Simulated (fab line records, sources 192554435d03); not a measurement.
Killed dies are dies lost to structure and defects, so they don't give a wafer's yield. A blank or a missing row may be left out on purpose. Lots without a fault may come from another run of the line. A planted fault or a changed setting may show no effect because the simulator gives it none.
Chamber matching | flow n5_finfet | N5_BEOL_M7_DESCUM_33 on rie_diel-03: 4 sister chambers
The step chemistry O2, time 7 s. 4 wafers are shown with their chamber, then 11 later ones without.

WAFERS WITH THEIR CHAMBER
wafer  | chamber | showerhead_plenum_p_Torr (Torr)
L082.5 | 2       | 2.07
L083.4 | 1       | 2.19
L083.6 | 3       | 2.23
L086.1 | 0       | 2.00

WAFERS WITHOUT THEIR CHAMBER
wafer  | showerhead_plenum_p_Torr (Torr)
L086.2 | 2.18
L086.3 | 2.06
L087.1 | 2.00
L087.2 | 2.23
L087.6 | 2.06
L091.2 | 2.06
L091.4 | 2.06
L091.6 | 2.18
L092.2 | 2.18
L092.3 | 2.06
L092.5 | 2.06

WHICH CHAMBER EACH WENT THROUGH
wafer  | from the rows above | in truth
L086.2 | 1                   | 1
L086.3 | 2                   | 2
L087.1 | 0                   | 0
L087.2 | 3                   | 3
L087.6 | 2                   | 2
L091.2 | 2                   | 2
L091.4 | 2                   | 2
L091.6 | 1                   | 1
L092.2 | 1                   | 1
L092.3 | 2                   | 2
L092.5 | 2                   | 2
Placed correctly: 11 of 11. Can't be placed from these rows: 0. Placed wrongly: 0.
How it was worked out, from the rows above alone: a wafer's distance from a chamber is the root of the sum, over the readings, of the square of ((its reading less the chamber's mean) divided by the reading's scatter). The wafer belongs to the nearest chamber; if the next one is less than 2 further off, it can't be placed. A chamber's mean is the mean of its shown wafers. The scatter: with one shown wafer a chamber, the root of the mean of the squares of how far each hidden wafer lies from its nearest shown one.
